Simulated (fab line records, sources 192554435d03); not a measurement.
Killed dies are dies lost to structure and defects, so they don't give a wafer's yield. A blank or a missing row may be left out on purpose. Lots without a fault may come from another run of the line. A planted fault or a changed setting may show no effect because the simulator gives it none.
Split-lot experiment | flow n5_finfet | 7 lots, 39 wafers read, on a route of 1938 steps

THE SPLIT
At N5_HKMG_FIN_ETCH_55 (etches SOC in N2/H2, target depth 240 nm, time 300 s), the setting time_s was moved away from the recipe's 300 s on 12 of the 39 wafers read, by +22.8% to +53.9%. The other wafers ran this setting at the recipe's value.

The reading is taken at the split's own step.

THE READING
SiARC_of_HKMG_FIN_COAT_42.thk_nm (the simulator's own value, which no gauge read), in nm, at N5_HKMG_FIN_ETCH_55 (etches SOC in N2/H2, target depth 240 nm, time 300 s). The file gives no usual value for it. The 27 wafers here that ran the recipe average 21.2 nm, standard deviation 0.58 nm.

wafer  | tool, chamber at the split | time_s as run, s | against the recipe | SiARC_of_HKMG_FIN_COAT_42.thk_nm, nm | against lot-mates on the recipe
L076.1 | rie_diel-05, 2             | 300              | recipe             | 21.8                                 | -
L076.2 | rie_diel-05, 0             | 300              | recipe             | 21.2                                 | -
L076.3 | rie_diel-05, 1             | 300              | recipe             | 21.2                                 | -
L076.4 | rie_diel-05, 3             | 300              | recipe             | 20.8                                 | -
L076.5 | rie_diel-05, 3             | 300              | recipe             | 20.8                                 | -
L076.6 | rie_diel-05, 2             | 300              | recipe             | 21.8                                 | -
L080.1 | rie_diel-05, 2             | 300              | recipe             | 21.6                                 | -
L080.2 | rie_diel-05, 0             | 300              | recipe             | 21                                   | -
L080.3 | rie_diel-05, 1             | 461.7            | +53.9%             | 13.6                                 | -7.8
L080.4 | rie_diel-05, 0             | 461.7            | +53.9%             | 13.4                                 | -8.0
L080.5 | rie_diel-05, 1             | 461.7            | +53.9%             | 13.8                                 | -7.6
L080.6 | rie_diel-05, 2             | 300              | recipe             | 21.6                                 | -
L083.3 | rie_diel-04, 0             | 300              | recipe             | 22.2                                 | -
L083.4 | rie_diel-04, 1             | 300              | recipe             | 21.8                                 | -
L083.6 | rie_diel-04, 2             | 300              | recipe             | 20.8                                 | -
L086.1 | rie_diel-04, 2             | 383.4            | +27.8%             | 16.6                                 | -4.7
L086.2 | rie_diel-04, 1             | 300              | recipe             | 21.8                                 | -
L086.3 | rie_diel-04, 3             | 383.4            | +27.8%             | 15.8                                 | -5.5
L086.4 | rie_diel-04, 0             | 300              | recipe             | 22.2                                 | -
L086.5 | rie_diel-04, 0             | 383.4            | +27.8%             | 18.2                                 | -3.1
L086.6 | rie_diel-04, 3             | 300              | recipe             | 20                                   | -
L091.1 | rie_diel-05, 0             | 300              | recipe             | 21.4                                 | -
L091.2 | rie_diel-05, 3             | 300              | recipe             | 20.6                                 | -
L091.3 | rie_diel-05, 1             | 300              | recipe             | 20.4                                 | -
L091.4 | rie_diel-05, 2             | 300              | recipe             | 21.8                                 | -
L091.5 | rie_diel-05, 3             | 300              | recipe             | 20.6                                 | -
L091.6 | rie_diel-05, 0             | 300              | recipe             | 21.4                                 | -
L092.1 | rie_diel-05, 0             | 368.5            | +22.8%             | 18.4                                 | -2.5
L092.2 | rie_diel-05, 3             | 368.5            | +22.8%             | 17.4                                 | -3.5
L092.3 | rie_diel-05, 2             | 368.5            | +22.8%             | 18.6                                 | -2.3
L092.4 | rie_diel-05, 1             | 300              | recipe             | 20.6                                 | -
L092.5 | rie_diel-05, 3             | 300              | recipe             | 20.8                                 | -
L092.6 | rie_diel-05, 0             | 300              | recipe             | 21.4                                 | -
L095.1 | rie_diel-01, 3             | 368.8            | +22.9%             | 18.6                                 | -2.6
L095.2 | rie_diel-01, 1             | 368.8            | +22.9%             | 18.2                                 | -3.0
L095.3 | rie_diel-01, 0             | 300              | recipe             | 22                                   | -
L095.4 | rie_diel-01, 2             | 300              | recipe             | 20.8                                 | -
L095.5 | rie_diel-01, 2             | 300              | recipe             | 20.8                                 | -
L095.6 | rie_diel-01, 1             | 368.8            | +22.9%             | 18.4                                 | -2.8

THE FIT
A straight line over all 39 wafers: SiARC_of_HKMG_FIN_COAT_42.thk_nm changes by -0.142 nm for each +1% of time_s; r = -0.97; the points scatter about the line by 0.62 nm.
The same after taking each lot's own level away (the mean of its wafers on the recipe; 39 wafers): -0.143 nm for each +1%; r = -0.97; scatter 0.62 nm.
On that fit, the largest move of time_s shifts the reading by 7.7 nm.
The lots' own levels span 20.93 to 21.60 nm, that is 1.2 times the standard deviation above.
So the lot-to-lot level changes the slope little: the two slopes agree.
Check: with one of the wafers moved furthest among these (+53.9%) left out of the fit, the line predicts -7.66 nm for it against its lot-mates. It came out at -7.8 nm against them.

OTHER SPLITS ON THESE WAFERS
These wafers also went through other splits before the reading. Each is held against what the fit with the lots' levels taken away leaves over:
other split on the same wafers | wafers away from the commonest value | r with SiARC_of_HKMG_FIN_COAT_42.thk_nm (lot level and that fit taken away)
N5_DUMMY_GATE_DESCUM_20 time_s | 18                                   | -0.08

THE WHOLE CHAIN: every reading that the file lists as answering this split, in the file's order
step                | what it does                                         | reading                                                                           | change (the file's fit)               | r (the file's)
N5_HKMG_FIN_ETCH_55 | etches SOC in N2/H2, target depth 240 nm, time 300 s | HKMG_FIN.feature_depth_nm (the simulator's own value, which no gauge read)        | +2.36 nm for each +1% of the setting  | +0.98
N5_HKMG_FIN_ETCH_55 | etches SOC in N2/H2, target depth 240 nm, time 300 s | etch.depth_nm (the simulator's own value, which no gauge read)                    | +2.36 nm for each +1% of the setting  | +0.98
N5_HKMG_FIN_ETCH_55 | etches SOC in N2/H2, target depth 240 nm, time 300 s | SiARC_of_HKMG_FIN_COAT_42.thk_nm (the simulator's own value, which no gauge read) | -0.142 nm for each +1% of the setting | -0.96

THE FILE'S OWN FIT
SiARC_of_HKMG_FIN_COAT_42.thk_nm changes by -0.142 nm for each +1% of time_s, r = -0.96.
